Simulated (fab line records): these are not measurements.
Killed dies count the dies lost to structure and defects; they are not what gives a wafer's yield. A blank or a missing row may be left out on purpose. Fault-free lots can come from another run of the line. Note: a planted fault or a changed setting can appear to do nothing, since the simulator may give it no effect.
fab line records    flow n5Finfet
[record] lots = 11  wafers = 32  lastDay = 18
route steps=1938 shown MOL_CONTACT_COAG@551
lots that met no fault: from a run of the same line without faults
startH: the number of hours between the record's first day and the start of the first shown wafer of the lot    waitH: hours elapsed since this lot's preceding step    " as in the row above    L1.1+2: several wafers, shown together as one row    - either no value or no given start    * or withheld: withheld    < > ~ a bound
route shown NAME@n: NAME is a module with steps in the file, n the number in the route of the first one    usual: mean/standard deviation of fault-free wafers    same: alike in all rows    chamber/n: place in a boat    sites: the reading at each site    _std_site: standard deviation across them    _edge_site: inner sites' mean taken away from outer sites' mean    radiusMm: for every site, how far away it sits from the centre of the wafer    mask NAME#n: copy n    behind: the last tool/chamber to shape the wafer    hold: what put the lot on hold/how long, in hours/how the hold closed    device: whichever transistor did not switch (one of n, p or np)    end of line: the same wafers' tests at the end of the route    a step with no rows: only its recipe    killed: dies that structure and defects cost at the first sort, which is not the same as the wafer's yield    map: per-die view of a wafer (x killed, . not killed, _ where there is no die)
set.NAME: the run value of the setting; set.NAME@STEP: its run value at that earlier step    model.NAME: the simulator's own value behind a step, which no gauge read
steps of the route over a sample of lots; a table a step, a row a wafer
services: a tool's chamber out of use, with start hour (startH, from the record's first day; less than 0 if before it), hours out, and reason
[[steps]]
[step N5_MOL_CONTACT_COAG_SPUTTER_130]
[recipe] material = Co  targetThkA = 475  tempC = 25  chamberPressurePa = 0.5  powerW = 3000
[usual] chamberPressurePa = 0.4999/0.00093  throttleValvePct = 30.2/1.2
lot.wafer  tool           chamber  startH  waitH  chamberPressurePa  throttleValvePct
L120.1     pvdSputter-03  -        103.61  0.0    0.5002             30.4
L120.5     "              -        "       "      0.4992             29.9
L121.4     pvdSputter-03  -        106.53  0.0    0.4991             29.8
L121.5     "              -        "       "      0.4997             29.5
L121.6     "              -        "       "      0.5019             30.0
L122.2     pvdSputter-01  -        111.33  0.0    0.5004             28.7
L122.3     "              -        "       "      0.5013             30.7
L122.4     "              -        "       "      0.5020             29.8
L123.1     pvdSputter-01  -        111.69  0.0    0.4975             29.9
L123.2     "              -        "       "      0.5001             30.8
L123.4     "              -        "       "      0.4996             31.2
L130.2     pvdSputter-01  -        155.42  0.0    0.4994             31.6
L130.3     "              -        "       "      0.4992             30.9
L130.6     "              -        "       "      0.4990             31.4
L132.1     pvdSputter-01  -        165.60  0.0    0.5001             31.6
L132.3     "              -        "       "      0.5000             28.8
L132.5     "              -        "       "      0.4987             31.2
L133.1     pvdSputter-02  -        171.57  0.0    0.4986             27.8
L133.5     "              -        "       "      0.4987             27.5
L133.6     "              -        "       "      0.5000             29.7
L137.2     pvdSputter-03  -        197.00  0.0    0.4991             30.6
L137.3     "              -        "       "      0.4999             29.9
L137.6     "              -        "       "      0.4993             31.1
L141.2     pvdSputter-01  -        218.76  0.0    0.5005             28.7
L141.3     "              -        "       "      0.4998             29.7
L141.4     "              -        "       "      0.5011             30.8
L142.2     pvdSputter-02  -        225.47  0.0    0.4997             31.3
L142.4     "              -        "       "      0.5012             30.9
L142.6     "              -        "       "      0.4985             31.2
L143.3     pvdSputter-02  -        231.73  0.0    0.4998             27.7
L143.5     "              -        "       "      0.4998             27.6
L143.6     "              -        "       "      0.5003             30.0
[step N5_MOL_CONTACT_COAG_OVL_MEAS_85]
[recipe] pointsPerWafer = 522
[usual] VG_OVL = -0.4/0.71
lot.wafer  tool        chamber  startH  waitH  VG_OVL[nm]
L120.1     overlay-01  0        107.92  0.0    -1.1
L120.5     "           0        "       "      -0.7
L121.4     overlay-02  0        110.44  0.0    -0.6
L121.5     "           0        "       "      -0.2
L121.6     "           0        "       "      -0.7
L122.2     overlay-02  0        115.44  0.0    -0.6
L122.3     "           0        "       "      -1.3
L122.4     "           0        "       "      -1.4
L123.1     overlay-02  0        115.87  0.0    0.2
L123.2     "           0        "       "      -0.1
L123.4     "           0        "       "      -0.1
L130.2     overlay-02  0        159.33  0.0    0.8
L130.3     "           0        "       "      0.3
L130.6     "           0        "       "      0.0
L132.1     overlay-02  0        170.23  0.0    -0.3
L132.3     "           0        "       "      1.0
L132.5     "           0        "       "      -0.4
L133.1     overlay-01  0        175.47  0.0    -0.5
L133.5     "           0        "       "      -0.7
L133.6     "           0        "       "      -2.6
L137.2     overlay-01  0        200.78  0.0    -1.2
L137.3     "           0        "       "      -0.7
L137.6     "           0        "       "      -2.2
L141.2     overlay-01  0        222.67  0.0    -0.7
L141.3     "           0        "       "      0.3
L141.4     "           0        "       "      1.0
L142.2     overlay-01  0        229.25  0.0    0.5
L142.4     "           0        "       "      1.0
L142.6     "           0        "       "      -0.3
L143.3     overlay-02  0        235.53  0.0    0.5
L143.5     "           0        "       "      0.2
L143.6     "           0        "       "      0.8
[step N5_MOL_CONTACT_COAG_ETCH_89]
[recipe] chemistry = N2/H2  target = underlayer  targetDepthA = 130  maskMaterial = CAR-EUV  timeS = 10.4  ionEnergyEv = 200  pressureMtorr = 30  sourceW = 840  biasW = 150  n2FlowSccm = 200  h2FlowSccm = 200  ends = cleared
[usual] drypumpMotorCurrentA = 5.8/0.62  etchRfOnTimeS = 10.4/0.31  oesProductAu = 0.68/0.073  rfVppV = 522.5/2  showerheadPlenumPTorr = 2.50/0.066  throttleValvePct = 17.8/0.35
lot.wafer  tool        chamber  startH  waitH  drypumpMotorCurrentA  etchRfOnTimeS  oesProductAu  rfHoursCounterH  rfVppV  showerheadPlenumPTorr  throttleValvePct
L120.1     rieDiel-05  1        108.14  0.0    6.4                   10.2           0.79          26               522.9   2.48                   17.5
L120.5     "           3        "       "      4.9                   11.0           0.74          -                521.0   2.48                   17.2
L121.4     rieDiel-05  3        110.59  0.0    4.9                   10.9           0.74          15               521.6   2.48                   17.2
L121.5     "           3        "       "      4.9                   11.0           0.74          -                521.0   2.48                   17.2
L121.6     "           0        "       "      6.0                   10.4           0.68          -                521.4   2.47                   17.7
L122.2     rieDiel-06  2        115.74  0.0    6.2                   10.2           0.85          2                523.7   2.50                   17.7
L122.3     "           1        "       "      5.9                   10.5           0.58          238              519.5   2.39                   17.6
L122.4     "           3        "       "      6.5                   10.6           0.63          153              527.5   2.67                   18.1
L123.1     rieDiel-05  1        116.00  0.0    6.4                   10.0           0.80          29               521.7   2.48                   17.5
L123.2     "           3        "       "      4.9                   11.0           0.74          17               523.2   2.48                   17.2
L123.4     "           0        "       "      6.0                   10.5           0.67          108              521.8   2.47                   17.7
L130.2     rieDiel-05  3        159.45  0.0    4.9                   11.1           0.72          32               521.7   2.47                   17.2
L130.3     "           0        "       "      6.0                   10.6           0.66          122              521.0   2.47                   17.8
L130.6     "           0        "       "      6.0                   10.5           0.66          -                521.2   2.47                   17.8
L132.1     rieDiel-02  1        170.36  0.0    5.5                   10.3           0.75          33               523.7   2.48                   17.3
L132.3     "           3        "       "      6.0                   10.1           0.61          218              522.3   2.52                   18.2
L132.5     "           0        "       "      5.0                   10.1           0.77          -                522.6   2.50                   17.9
L133.1     rieDiel-02  2        175.98  0.0    6.2                   10.1           0.68          90               521.0   2.47                   17.9
L133.5     "           1        "       "      5.5                   10.4           0.75          -                521.9   2.48                   17.3
L133.6     "           0        "       "      5.0                   10.0           0.77          -                521.8   2.50                   17.9
L137.2     rieDiel-02  3        200.90  0.0    5.9                   10.1           0.60          229              522.8   2.52                   18.2
L137.3     "           0        "       "      5.0                   10.0           0.75          54               521.6   2.50                   17.8
L137.6     "           3        "       "      6.0                   10.2           0.60          -                524.0   2.52                   18.2
L141.2     rieDiel-06  1        223.18  0.0    5.9                   10.3           0.80          17               528.5   2.69                   17.3
L141.3     "           2        "       "      6.3                   10.1           0.76          42               521.9   2.48                   17.8
L141.4     "           2        "       "      6.2                   10.3           0.76          -                521.9   2.48                   17.7
L142.2     rieDiel-05  3        229.37  0.0    4.9                   11.1           0.67          62               521.6   2.46                   17.3
L142.4     "           2        "       "      6.6                   10.5           0.58          224              523.6   2.52                   18.1
L142.6     "           1        "       "      6.4                   10.2           0.76          -                521.2   2.47                   17.5
L143.3     rieDiel-06  0        235.66  0.0    4.9                   10.1           0.60          232              519.9   2.41                   18.4
L143.5     "           2        "       "      6.2                   10.1           0.75          -                522.8   2.48                   17.8
L143.6     "           3        "       "      6.5                   10.8           0.60          -                526.9   2.65                   18.2
[step N5_MOL_CONTACT_COAG_ETCH_90]
[recipe] chemistry = CF4  target = SiARC  targetDepthA = 130  maskMaterial = CAR-EUV  timeS = 21.7  ionEnergyEv = 80  pressureMtorr = 40  sourceW = 545  biasW = 36  Ar_flow_sccm = 100  cf4FlowSccm = 100  ends = cleared
[usual] drypumpMotorCurrentA = 5.8/0.62  etchRfOnTimeS = 21.7/0.66  mfcArSccm = 100.0/0.31  oesProductAu = 0.68/0.073  rfVppV = 183.5/1.1  showerheadPlenumPTorr = 2.10/0.051  throttleValvePct = 15.52/0.28
lot.wafer  tool        chamber  startH  waitH  drypumpMotorCurrentA  etchRfOnTimeS  mfcArSccm  oesProductAu  rfHoursCounterH  rfVppV  showerheadPlenumPTorr  throttleValvePct
L120.1     rieDiel-05  1        108.16  0.0    6.4                   20.9           100.0      0.81          26               181.7   2.11                   15.43
L120.5     "           3        "       "      4.9                   23.0           100.0      0.74          -                183.4   2.10                   15.02
L121.4     rieDiel-05  3        110.61  0.0    4.9                   23.0           99.3       0.74          15               184.5   2.10                   15.03
L121.5     "           3        "       "      4.9                   22.9           100.0      0.74          -                183.2   2.10                   15.03
L121.6     "           0        "       "      6.0                   21.7           100.0      0.68          -                182.9   2.06                   15.39
L122.2     rieDiel-06  2        115.76  0.0    6.1                   21.1           99.8       0.85          2                182.4   2.12                   15.50
L122.3     "           1        "       "      5.9                   21.8           99.6       0.60          238              184.5   2.03                   15.67
L122.4     "           3        "       "      6.4                   22.2           99.9       0.63          153              185.3   2.22                   15.72
L123.1     rieDiel-05  1        116.02  0.0    6.4                   21.0           100.4      0.79          29               183.8   2.11                   15.45
L123.2     "           3        "       "      4.9                   23.0           100.2      0.74          17               184.2   2.10                   15.03
L123.4     "           0        "       "      6.0                   21.8           100.6      0.68          108              182.9   2.06                   15.39
L130.2     rieDiel-05  3        159.47  0.0    4.9                   22.7           99.7       0.71          32               184.0   2.10                   15.06
L130.3     "           0        "       "      6.0                   38.2           99.8       0.51          122              183.1   2.06                   15.43
L130.6     "           0        "       "      6.0                   21.7           99.9       0.67          -                183.6   2.06                   15.43
L132.1     rieDiel-02  1        170.38  0.0    5.5                   21.3           100.3      0.76          33               184.4   2.10                   15.10
L132.3     "           3        "       "      5.9                   20.9           100.1      0.61          218              186.3   2.13                   15.88
L132.5     "           0        "       "      5.0                   21.0           99.8       0.76          -                182.8   2.09                   15.36
L133.1     rieDiel-02  2        176.00  0.0    6.2                   21.5           100.0      0.68          90               182.7   2.09                   15.65
L133.5     "           1        "       "      5.5                   21.7           99.9       0.75          -                183.3   2.10                   15.13
L133.6     "           0        "       "      5.1                   21.2           100.7      0.75          -                183.0   2.09                   15.34
L137.2     rieDiel-02  3        200.92  0.0    6.0                   21.4           99.8       0.60          229              183.7   2.12                   15.91
L137.3     "           0        "       "      5.1                   21.1           100.3      0.75          54               184.7   2.09                   15.37
L137.6     "           3        "       "      5.9                   21.4           99.9       0.60          -                183.5   2.12                   15.89
L141.2     rieDiel-06  1        223.20  0.0    5.9                   21.4           99.8       0.81          17               184.0   2.28                   15.23
L141.3     "           2        "       "      6.2                   21.3           100.0      0.77          42               183.4   2.11                   15.57
L141.4     "           2        "       "      6.2                   21.1           99.2       0.76          -                182.4   2.11                   15.58
L142.2     rieDiel-05  3        229.39  0.0    4.9                   23.3           100.1      0.67          62               184.2   2.09                   15.12
L142.4     "           2        "       "      6.6                   21.8           100.6      0.59          224              183.6   2.12                   15.76
L142.6     "           1        "       "      6.4                   21.3           99.7       0.76          -                183.8   2.10                   15.49
L143.3     rieDiel-06  0        235.68  0.0    4.9                   21.0           99.7       0.60          232              181.8   2.03                   16.06
L143.5     "           2        "       "      6.2                   20.9           100.3      0.77          -                182.8   2.10                   15.58
L143.6     "           3        "       "      6.5                   22.4           100.3      0.60          -                184.7   2.20                   15.79
[[services]]
tool           chamber  startH  hours  kind
rieDiel-06     2        89.66   4.8    repair
pvdSputter-03  -        89.85   2.2    repair
rieDiel-02     0        126.72  16.1   repair
rieDiel-06     1        151.02  -      clean
rieDiel-06     1        151.02  -      consumableReplace:focusRing
rieDiel-06     1        151.02  -      consumableReplace:showerhead
rieDiel-06     1        151.02  25.5   scheduledDown
rieDiel-06     1        151.02  25.5   ventCycle
rieDiel-05     1        162.15  36.3   repair
rieDiel-06     2        197.89  1.5    repair
rieDiel-02     1        198.27  1.6    repair
rieDiel-06     0        220.63  6.6    repair
rieDiel-02     -        229.71  0.5    repair
[[key]]
[firstSign] step = N5_MOL_CONTACT_COAG_ETCH_90  reading = etchRfOnTimeS  direction = up  sigmas = 25  usual = *  struck = *
effect none on later readings
metAt N5_MOL_CONTACT_COAG_ETCH_90
struckLots L130
struckWafers L130.3
testerLeftOut L130
notActingAt N5_MOL_CONTACT_COAG_SPUTTER_130,N5_MOL_CONTACT_COAG_OVL_MEAS_85,N5_MOL_CONTACT_COAG_ETCH_89
onsetBetween 116.02 159.47
[fault] kind = processParameterDrift  tool = rieDiel-05  chamber = -  onsetH = 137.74  steps = N5_MOL_CONTACT_COAG_ETCH_90  channel = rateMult  offset = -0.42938  shape = step  endH = 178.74  scope = struckWafersOnly
// testerLeftOut: of these lots the tester's yield and bins aren't shown, on N5 and GAA mostly nor the transistor test; their killed dies are dies lost to structure and defects alone, not to doping, threshold or leakage, so they don't give the yield
